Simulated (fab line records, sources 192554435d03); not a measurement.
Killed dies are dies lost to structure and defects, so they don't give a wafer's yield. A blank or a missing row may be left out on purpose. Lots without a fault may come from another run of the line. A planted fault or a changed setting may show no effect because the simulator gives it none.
fab line records | flow n5_finfet | part 1 of 2: steps 1 to 23 of 31
record lots=5 wafers=15 last_day=17
route steps=1938 shown MOL_CONTACT_COAG@621 BEOL_M0_SAQP@632
lots that met no fault: from a run of the same line without faults
start_h: hours from the record's first day to the start of the lot's first wafer shown | wait_h: hours since the lot's step before | " the same as in the row above | L1.1+2: a row that stands for several wafers | - no value, or no start given | * or withheld: withheld | < > ~ a bound
route shown NAME@n: a module of which the file shows steps, and the number in the route of the first | usual: mean/standard deviation of fault-free wafers | same: alike in all rows | chamber/n: place in a boat | sites: the reading at each site | _std_site: their standard deviation | _edge_site: outer sites' mean less inner sites' | radius_mm: how far each site lies from the wafer's centre | mask NAME#n: copy n | behind: the tool/chamber that last shaped the wafer | hold: why the lot was held/for how many hours/how that ended | device: the transistor (n, p or np) that didn't switch | end of line: the same wafers' tests at the end of the route | a step without rows: its recipe alone | killed: dies lost to structure and defects at the first sort, not the wafer's yield | map: a wafer's dies, x killed, . not, _ none there
set.NAME: the setting as run; set.NAME@STEP: as run at that earlier step | model.NAME: the simulator's own value behind a step, which no gauge read
lots at some steps of the route; a table a step, a row a wafer
services: from which hour (start_h, from the record's first day; less than 0 if before it) a tool's chamber was out of use, for how many hours, and why
## steps
# step N5_MOL_CONTACT_COAG_SRD_139
# recipe dry=ipa_marangoni time_s=30 temp_c=23 rinse_liquid=diw
# columns lot.wafer tool chamber start_h wait_h
L079.1+3+5 wet_bench-02 2,1,0 130.97 0.0
L081.2+4+5 wet_bench-05 3,1,5 147.91 0.0
L082.2+4+6 wet_bench-04 4,5,3 159.66 0.0
L085.1+2+6 wet_bench-04 7,0,5 178.85 0.0
L094.3+4+5 wet_bench-02 3,6,0 222.90 0.0
# step N5_MOL_CONTACT_COAG_CD_MEAS_101
# recipe target_cd_nm=16
# usual cd_nm=16.02/0.27
# columns lot.wafer tool chamber start_h wait_h cd_nm
L079.1 cd_sem-03 - 131.01 0.0 15.92
L079.3 " - " " 16.26
L079.5 " - " " 16.00
L081.2 cd_sem-03 - 147.96 0.0 15.67
L081.4 " - " " 15.94
L081.5 " - " " 16.12
L082.2 cd_sem-03 - 159.70 0.0 16.19
L082.4 " - " " 15.40
L082.6 " - " " 15.90
L085.1 cd_sem-01 - 178.89 0.0 15.88
L085.2 " - " " 15.97
L085.6 " - " " 15.88
L094.3 cd_sem-01 - 222.94 0.0 15.94
L094.4 " - " " 16.08
L094.5 " - " " 16.23
# step N5_MOL_CONTACT_COAG_PRE_CLEAN_121
# recipe gas=H2/He time_s=* temp_c=withheld
# columns lot.wafer tool chamber start_h wait_h
L079.1+3+5 cvd_w-01 1,0,0 131.05 0.0
L081.2+4+5 cvd_w-01 1,0,0 148.00 0.0
L082.2+4+6 cvd_w-02 0,0,1 159.74 0.0
L085.1+2+6 cvd_w-02 0,1,1 178.93 0.0
L094.3+4+5 cvd_w-02 1,0,0 223.01 0.1
# step N5_MOL_CONTACT_COAG_CVD_140
# recipe material=W target_thk_a=665 mode=selective_fill temp_c=300 time_s=215
# usual heater_power_w=463/52
# columns lot.wafer tool chamber start_h wait_h heater_power_w
L079.1 cvd_w-01 1 131.14 0.1 495
L079.3 " 0 " " 458
L079.5 " 0 " " 458
L081.2 cvd_w-01 1 148.09 0.1 486
L081.4 " 0 " " 452
L081.5 " 0 " " 454
L082.2 cvd_w-02 0 159.83 0.1 506
L082.4 " 0 " " 494
L082.6 " 1 " " 389
L085.1 cvd_w-02 0 179.02 0.1 522
L085.2 " 1 " " 385
L085.6 " 1 " " 387
L094.3 cvd_w-02 1 223.15 0.1 389
L094.4 " 0 " " 499
L094.5 " 0 " " 523
# step N5_MOL_CONTACT_COAG_PRECLEAN_127
# recipe chemistry=DIW time_s=57.5 temp_c=23
# columns lot.wafer tool chamber start_h wait_h
L079.1+3+5 wet_bench-04 1,5,2 131.41 0.2
L081.2+4+5 wet_bench-05 4,6,1 148.36 0.2
L082.2+4+6 wet_bench-02 2,5,1 160.10 0.2
L085.1+2+6 wet_bench-05 0,6,4 179.29 0.2
L094.3+4+5 wet_bench-04 1,3,2 223.34 0.1
# step N5_MOL_CONTACT_COAG_SRD_128
# recipe dry_time_s=32 dry=n2_spin spin_rpm=1500
# columns lot.wafer tool chamber start_h wait_h
L079.1+3+5 wet_bench-04 1,5,2 131.45 0.0
L081.2+4+5 wet_bench-05 4,6,1 148.38 0.0
L082.2+4+6 wet_bench-02 2,5,1 160.12 0.0
L085.1+2+6 wet_bench-05 0,6,4 179.31 0.0
L094.3+4+5 wet_bench-04 1,3,2 223.36 0.0
# step N5_MOL_CONTACT_COAG_CMP_52
# recipe stop_on=SiO2 t_overpolish_s=1.5 post_cmp_clean=w_dilute_nh4oh down_force_psi=4 platen_rpm=50.289 pad_velocity_m_s=1.0006 target_thk_nm=66.5
# usual head_pressure_psi=4.000/0.0083 motor_current_A=12.3/1 overpolish_run_s=1.499/0.0091 time_to_endpoint_s=13.3/2
# columns lot.wafer tool chamber start_h wait_h head_pressure_psi motor_current_A overpolish_run_s time_to_endpoint_s
L079.3 cmp-02 0 131.49 0.0 3.986 13.3 1.494 14.1
L079.1 " 1 " " 4.025 12.3 1.495 10.0
L079.5 " 0 " " 3.996 13.0 1.502 12.0
L081.2 cmp-02 0 148.48 0.1 4.005 13.8 1.479 12.8
L081.4 " 1 " " 4.003 12.6 1.511 10.5
L081.5 " 2 " " 4.003 12.1 1.503 13.5
L082.4 cmp-02 2 160.15 0.0 3.997 12.8 1.502 14.6
L082.2 " 0 " " 4.006 13.2 1.500 13.0
L082.6 " 3 " " 4.001 10.5 1.470 13.8
L085.2 cmp-03 1 179.34 0.0 3.992 14.0 1.496 14.9
L085.1 " 3 " " 4.000 12.4 1.490 8.9
L085.6 " 2 " " 4.000 10.8 1.485 13.1
L094.3 cmp-03 1 223.39 0.0 4.004 13.0 1.507 14.4
L094.4 " 0 " " 4.003 11.6 1.485 16.0
L094.5 " 2 " " 4.009 10.6 1.483 17.6
# step N5_MOL_CONTACT_COAG_THK_MEAS_53
# recipe reads=SiO2_of_MOL_CONTACT_COAG_PECVD_31
# usual VIA_MOL_THK=43.8/0.58
# columns lot.wafer tool chamber start_h wait_h VIA_MOL_THK[nm]
L079.1 film_metro-01 - 131.78 - 44.0
L079.3 " - " " 44.2
L079.5 " - " " 44.1
L081.2 film_metro-01 - 148.70 - 43.5
L081.4 " - " " 44.7
L081.5 " - " " 44.4
L082.2 film_metro-01 - 160.45 - 44.3
L082.4 " - " " 44.8
L082.6 " - " " 45.1
L085.1 film_metro-01 - 179.64 - 44.1
L085.2 " - " " 43.3
L085.6 " - " " 43.6
L094.3 film_metro-02 - 223.69 - 42.6
L094.4 " - " " 44.1
L094.5 " - " " 43.2
# step N5_MOL_CONTACT_COAG_ANNEAL_112
# recipe temp_c=400 time_s=1800 ambient=HPD2 pressure_atm=10
# usual spike_tc_bottom_C=425.2/0.96 spike_tc_lower_C=400.3/1 wafer_temp_C_max=401.04/0.28 zone_power_lower_pct=9.06/0.09 zone_power_upper_pct=8.18/0.08
# columns lot.wafer tool chamber start_h wait_h spike_tc_bottom_C spike_tc_lower_C wafer_temp_C_max zone_power_lower_pct zone_power_upper_pct
L079.1 hp_anneal-01 0 131.81 0.0 423.7 401.4 401.21 9.12 8.24
L079.3 " 0 " " 426.0 400.3 401.09 9.11 8.12
L079.5 " 0 " " 425.8 400.4 400.75 9.02 8.19
L081.2 hp_anneal-01 0 148.96 0.3 427.1 399.7 400.94 9.14 8.16
L081.4 " 0 " " 425.0 399.1 401.18 9.05 8.26
L081.5 " 0 " " 425.4 400.1 400.97 8.99 8.29
L082.2 hp_anneal-01 0 161.28 0.8 425.0 399.3 401.19 9.09 8.23
L082.4 " 0 " " 425.3 399.4 401.65 9.16 8.16
L082.6 " 0 " " 424.0 400.3 401.55 9.08 8.13
L085.1 hp_anneal-01 0 179.67 0.0 423.3 398.9 401.74 9.13 8.14
L085.2 " 0 " " 424.3 401.5 401.57 9.08 8.11
L085.6 " 0 " " 425.3 400.2 401.38 9.07 8.19
L094.3 hp_anneal-01 0 223.71 0.0 423.7 398.9 401.00 9.08 8.13
L094.4 " 0 " " 425.5 399.9 400.81 9.32 8.20
L094.5 " 0 " " 424.0 401.9 400.90 8.97 8.21
# step N5_MOL_CONTACT_COAG_INSPECT_97
# recipe inspect_instrument=darkfield mode=post_anneal
# usual raw_defect_count=45/20
# columns lot.wafer tool chamber start_h wait_h raw_defect_count
L079.1 defect_inspect-02 - 134.83 0.0 58
L079.3 " - " " 57
L079.5 " - " " 75
L081.2 defect_inspect-02 - 152.02 0.1 33
L081.4 " - " " 16
L081.5 " - " " 40
L082.2 defect_inspect-02 - 164.32 0.0 26
L082.4 " - " " 21
L082.6 " - " " 35
L085.1 defect_inspect-01 - 182.69 0.0 48
L085.2 " - " " 83
L085.6 " - " " 46
L094.3 defect_inspect-01 - 226.78 0.1 34
L094.4 " - " " 60
L094.5 " - " " 50
# step N5_BEOL_M0_SAQP_PECVD_00
# recipe material=SiCN target_thk_a=80 temp_c=withheld precursor=3MS/NH3 pressure_torr=3 rf_w=202 time_s=14
# usual showerhead_plenum_p_Torr=3.660/0.018 throttle_valve_pct=8.8/0.3
# columns lot.wafer tool chamber start_h wait_h showerhead_plenum_p_Torr throttle_valve_pct
L079.1 pecvd-03 1 135.18 0.2 3.692 8.8
L079.3 " 2 " " 3.636 9.1
L079.5 " 2 " " 3.656 9.1
L081.2 pecvd-03 1 152.33 0.2 3.696 8.9
L081.4 " 0 " " 3.662 8.6
L081.5 " 1 " " 3.692 9.0
L082.2 pecvd-03 1 164.64 0.2 3.686 8.8
L082.4 " 0 " " 3.651 8.3
L082.6 " 1 " " 3.694 8.5
L085.1 pecvd-04 2 183.02 0.2 3.695 8.2
L085.2 " 1 " " 3.647 8.6
L085.6 " 0 " " 3.644 9.1
L094.3 pecvd-01 0 227.07 0.1 3.663 9.0
L094.4 " 1 " " 3.652 9.3
L094.5 " 2 " " 3.653 8.9
# step N5_BEOL_M0_SAQP_ILD_DEP_01
# recipe material=SiOC target_thk_a=454.19 temp_c=350 precursor=DEMS/O2 pressure_torr=5 rf_w=500 time_s=8.7
# usual heater_power_w=483/66 showerhead_plenum_p_Torr=5.691/0.02 throttle_valve_pct=11.6/0.39
# columns lot.wafer tool chamber start_h wait_h heater_power_w showerhead_plenum_p_Torr throttle_valve_pct
L079.1 pecvd-03 1 135.20 0.0 573 5.731 11.7
L079.3 " 2 " " 415 5.685 11.7
L079.5 " 2 " " 425 5.660 11.6
L081.2 pecvd-03 1 152.36 0.0 593 5.712 11.9
L081.4 " 0 " " 447 5.680 11.0
L081.5 " 1 " " 584 5.724 11.4
L082.2 pecvd-03 1 164.66 0.0 558 5.719 11.7
L082.4 " 0 " " 445 5.693 11.7
L082.6 " 1 " " 559 5.709 11.3
L085.1 pecvd-04 2 183.05 0.0 569 5.722 10.9
L085.2 " 1 " " 525 5.685 11.9
L085.6 " 0 " " 368 5.663 12.1
L094.3 pecvd-01 0 227.09 0.0 486 5.697 12.0
L094.4 " 1 " " 485 5.682 11.9
L094.5 " 2 " " 562 5.684 11.8
# step N5_BEOL_M0_SAQP_HM_DEP_02
# recipe material=TiN target_thk_a=120 temp_c=25 chamber_pressure_pa=0.49996
# usual throttle_valve_pct=30.0/1.3
# columns lot.wafer tool chamber start_h wait_h throttle_valve_pct
L079.1 pvd_sputter-03 - 137.85 2.6 29.2
L079.3 " - " " 28.7
L079.5 " - " " 29.0
L081.2 pvd_sputter-03 - 154.59 2.2 29.1
L081.4 " - " " 28.9
L081.5 " - " " 31.9
L082.2 pvd_sputter-03 - 166.26 1.6 29.3
L082.4 " - " " 29.0
L082.6 " - " " 29.2
L085.1 pvd_sputter-02 - 183.84 0.8 32.1
L085.2 " - " " 30.3
L085.6 " - " " 30.4
L094.3 pvd_sputter-03 - 229.29 2.2 28.9
L094.4 " - " " 29.6
L094.5 " - " " 28.8
# step N5_BEOL_M0_SAQP_PECVD_03
# recipe material=SiCN target_thk_a=120 temp_c=withheld precursor=3MS/NH3 pressure_torr=3 rf_w=202 time_s=21.1
# usual showerhead_plenum_p_Torr=3.657/0.017 throttle_valve_pct=8.8/0.35
# columns lot.wafer tool chamber start_h wait_h showerhead_plenum_p_Torr throttle_valve_pct
L079.1 pecvd-03 2 137.97 0.1 3.649 9.0
L079.3 " 1 " " 3.691 8.6
L079.5 " 2 " " 3.645 8.8
L081.2 pecvd-04 2 154.71 0.1 3.679 8.1
L081.4 " 1 " " 3.644 9.0
L081.5 " 2 " " 3.668 8.1
L082.2 pecvd-04 1 166.38 0.1 3.644 9.0
L082.4 " 1 " " 3.652 9.0
L082.6 " 2 " " 3.672 7.6
L085.1 pecvd-04 0 183.96 0.1 3.634 9.1
L085.2 " 1 " " 3.647 9.1
L085.6 " 2 " " 3.679 8.2
L094.3 pecvd-01 2 229.41 0.1 3.659 9.0
L094.4 " 0 " " 3.664 9.0
L094.5 " 1 " " 3.646 9.2
# step N5_BEOL_M0_SAQP_PECVD_96
# recipe material=a-Si target_thk_a=450 temp_c=350 precursor=SiH4/He pressure_torr=3 rf_w=100 time_s=45.2
# usual heater_power_w=632/75 showerhead_plenum_p_Torr=5.64/0.061 throttle_valve_pct=17.7/0.63
# columns lot.wafer tool chamber start_h wait_h heater_power_w showerhead_plenum_p_Torr throttle_valve_pct
L079.1 pecvd-03 2 138.00 0.0 551 5.55 17.9
L079.3 " 1 " " 681 5.77 17.6
L079.5 " 2 " " 539 5.57 17.9
L081.2 pecvd-04 2 154.74 0.0 599 5.71 16.4
L081.4 " 1 " " 759 5.59 17.8
L081.5 " 2 " " 608 5.71 16.4
L082.2 pecvd-04 1 166.41 0.0 680 5.60 17.7
L082.4 " 1 " " 680 5.60 17.7
L082.6 " 2 " " 711 5.70 16.6
L085.1 pecvd-04 0 183.99 0.0 566 5.56 18.5
L085.2 " 1 " " 784 5.60 18.0
L085.6 " 2 " " 711 5.72 16.4
L094.3 pecvd-01 2 229.44 0.0 723 5.64 17.8
L094.4 " 0 " " 588 5.65 18.3
L094.5 " 1 " " 588 5.62 18.3
# step N5_BEOL_M0_SAQP_PECVD_97
# recipe material=SiNx target_thk_a=230 temp_c=350 precursor=SiH4/NH3/N2 pressure_torr=1.5 rf_w=300 time_s=19.9
# usual heater_power_w=559/63 showerhead_plenum_p_Torr=5.10/0.082 throttle_valve_pct=38.8/1.4
# columns lot.wafer tool chamber start_h wait_h heater_power_w showerhead_plenum_p_Torr throttle_valve_pct
L079.1 pecvd-03 2 138.05 0.0 515 5.00 39.2
L079.3 " 1 " " 593 5.29 38.3
L079.5 " 2 " " 522 5.01 38.9
L081.2 pecvd-04 2 154.78 0.0 550 5.20 35.9
L081.4 " 1 " " 608 5.04 38.5
L081.5 " 2 " " 570 5.20 35.8
L082.2 pecvd-04 1 166.45 0.0 633 5.06 38.8
L082.4 " 1 " " 620 5.06 38.8
L082.6 " 2 " " 558 5.17 36.2
L085.1 pecvd-04 0 184.04 0.0 459 5.01 41.0
L085.2 " 1 " " 623 5.04 38.6
L085.6 " 2 " " 605 5.20 36.0
L094.3 pecvd-01 2 229.48 0.0 582 5.11 38.4
L094.4 " 0 " " 608 5.11 40.1
L094.5 " 1 " " 552 5.09 40.1
# step N5_BEOL_M0_SAQP_PECVD_04
# recipe material=a-Si target_thk_a=600 temp_c=350 precursor=SiH4/He pressure_torr=3 rf_w=100 time_s=60.2
# usual heater_power_w=629/70 showerhead_plenum_p_Torr=5.64/0.062 throttle_valve_pct=17.7/0.63
# columns lot.wafer tool chamber start_h wait_h heater_power_w showerhead_plenum_p_Torr throttle_valve_pct
L079.1 pecvd-03 2 138.09 0.0 573 5.57 17.7
L079.3 " 1 " " 600 5.78 17.7
L079.5 " 2 " " 580 5.56 17.6
L081.2 pecvd-04 2 154.82 0.0 705 5.71 16.1
L081.4 " 1 " " 726 5.58 17.7
L081.5 " 2 " " 710 5.71 16.5
L082.2 pecvd-04 1 166.49 0.0 708 5.62 17.8
L082.4 " 1 " " 720 5.59 17.6
L082.6 " 2 " " 637 5.70 16.3
L085.1 pecvd-04 0 184.07 0.0 569 5.58 18.9
L085.2 " 1 " " 755 5.61 17.4
L085.6 " 2 " " 701 5.70 16.4
L094.3 pecvd-01 2 229.52 0.0 647 5.65 17.6
L094.4 " 0 " " 610 5.64 18.4
L094.5 " 1 " " 612 5.62 18.1
# step N5_BEOL_M0_SAQP_THK_MEAS_05
# usual thk_nm=60.1/0.71
# columns lot.wafer tool chamber start_h wait_h thk_nm
L079.1 film_metro-02 - 138.20 0.1 60.5
L079.3 " - " " 59.7
L079.5 " - " " 61.8
L081.2 film_metro-01 - 154.92 0.1 59.2
L081.4 " - " " 60.5
L081.5 " - " " 60.3
L082.2 film_metro-02 - 166.59 0.1 59.6
L082.4 " - " " 60.5
L082.6 " - " " 59.8
L085.1 film_metro-01 - 184.17 0.1 59.1
L085.2 " - " " 60.5
L085.6 " - " " 60.4
L094.3 film_metro-01 - 229.62 0.1 60.4
L094.4 " - " " 60.4
L094.5 " - " " 60.6
# step N5_BEOL_M0_SAQP_HM_DEP_111
# recipe material=SiO2 target_thk_a=120 temp_c=400 precursor=SiH4/N2O pressure_torr=0.75 rf_w=275 time_s=7.2
# usual heater_power_w=775/95 showerhead_plenum_p_Torr=8.10/0.19
# columns lot.wafer tool chamber start_h wait_h heater_power_w showerhead_plenum_p_Torr
L079.1 pecvd-01 1 138.24 0.0 737 8.02
L079.3 " 0 " " 739 8.08
L079.5 " 0 " " 766 8.09
L081.2 pecvd-03 1 154.96 0.0 782 8.46
L081.4 " 1 " " 785 8.47
L081.5 " 0 " " 687 8.06
L082.2 pecvd-03 0 166.62 0.0 669 8.10
L082.4 " 0 " " 681 8.08
L082.6 " 1 " " 760 8.48
L085.1 pecvd-03 0 184.21 0.0 755 8.09
L085.2 " 1 " " 819 8.47
L085.6 " 0 " " 735 8.08
L094.3 pecvd-03 0 229.68 0.1 710 8.08
L094.4 " 1 " " 801 8.46
L094.5 " 0 " " 717 8.07
# step N5_BEOL_M0_SAQP_COAT_81
# recipe resist=SOC temp_c=250 time_s=60 spin_rpm=1500 resist_thk_nm=100
# usual dispense_pressure_kPa=51/3.8 plate_temp_C=250.02/0.17 resist_line_temp_C=22.98/0.09
# columns lot.wafer tool chamber start_h wait_h dispense_pressure_kPa plate_temp_C resist_line_temp_C
L079.1 litho_track-05 0 138.31 0.1 44 249.73 23.08
L079.3 " 0 " " 44 249.73 22.98
L079.5 " 0 " " 44 249.93 22.99
L081.2 litho_track-02 0 155.03 0.1 55 249.93 22.98
L081.4 " 0 " " 54 249.95 22.89
L081.5 " 0 " " 54 249.97 22.92
L082.2 litho_track-02 0 166.70 0.1 54 249.92 22.93
L082.4 " 0 " " 54 250.10 23.10
L082.6 " 0 " " 54 250.00 23.01
L085.1 litho_track-04 0 184.28 0.1 52 249.85 23.12
L085.2 " 0 " " 52 250.02 22.95
L085.6 " 0 " " 52 249.87 22.91
L094.3 litho_track-02 0 229.77 0.1 55 250.01 23.06
L094.4 " 0 " " 55 249.83 22.93
L094.5 " 0 " " 55 249.98 23.02
# step N5_BEOL_M0_SAQP_COAT_82
# recipe resist=SiARC temp_c=220 time_s=60 spin_rpm=1500 resist_thk_nm=30
# usual dispense_pressure_kPa=51/3.8 plate_temp_C=219.97/0.2 resist_line_temp_C=23.01/0.1
# columns lot.wafer tool chamber start_h wait_h dispense_pressure_kPa plate_temp_C resist_line_temp_C
L079.1 litho_track-05 0 - - 44 219.79 23.06
L079.3 " 0 " " 44 219.60 23.10
L079.5 " 0 " " 45 219.72 22.90
L081.2 litho_track-02 0 - - 54 219.85 22.92
L081.4 " 0 " " 55 220.03 23.01
L081.5 " 0 " " 54 220.01 23.18
L082.2 litho_track-02 0 - - 54 219.76 23.05
L082.4 " 0 " " 54 219.75 23.12
L082.6 " 0 " " 55 220.01 23.13
L085.1 litho_track-04 0 - - 52 220.22 22.92
L085.2 " 0 " " 52 220.15 22.90
L085.6 " 0 " " 52 220.17 23.01
L094.3 litho_track-02 0 - - 55 219.81 23.07
L094.4 " 0 " " 55 220.02 23.03
L094.5 " 0 " " 54 219.86 22.99
# step N5_BEOL_M0_SAQP_COAT_08
# recipe resist=CAR-ArF spin_rpm=1500 resist_thk_nm=90
# usual dispense_pressure_kPa=51/3.8 resist_line_temp_C=22.98/0.1
# columns lot.wafer tool chamber start_h wait_h dispense_pressure_kPa resist_line_temp_C
L079.1 litho_track-05 0 - - 44 22.84
L079.3 " 0 " " 44 23.01
L079.5 " 0 " " 44 22.87
L081.2 litho_track-02 0 - - 54 22.92
L081.4 " 0 " " 54 22.89
L081.5 " 0 " " 54 22.93
L082.2 litho_track-02 0 - - 55 23.07
L082.4 " 0 " " 54 22.97
L082.6 " 0 " " 55 23.09
L085.1 litho_track-04 0 - - 52 22.99
L085.2 " 0 " " 52 22.98
L085.6 " 0 " " 52 23.17
L094.3 litho_track-02 0 - - 55 22.80
L094.4 " 0 " " 55 22.83
L094.5 " 0 " " 55 22.92
# step N5_BEOL_M0_SAQP_EBR_10
# recipe solvent=PGMEA ebr_width_mm=1.5
# usual resist_line_temp_C=22.99/0.12
# columns lot.wafer tool chamber start_h wait_h resist_line_temp_C
L079.1 litho_track-05 0 - - 22.97
L079.3 " 0 " " 23.17
L079.5 " 0 " " 23.00
L081.2 litho_track-02 0 - - 23.10
L081.4 " 0 " " 23.01
L081.5 " 0 " " 23.05
L082.2 litho_track-02 0 - - 23.07
L082.4 " 0 " " 22.93
L082.6 " 0 " " 23.08
L085.1 litho_track-04 0 - - 23.06
L085.2 " 0 " " 23.14
L085.6 " 0 " " 23.02
L094.3 litho_track-02 0 - - 23.07
L094.4 " 0 " " 23.20
L094.5 " 0 " " 22.97
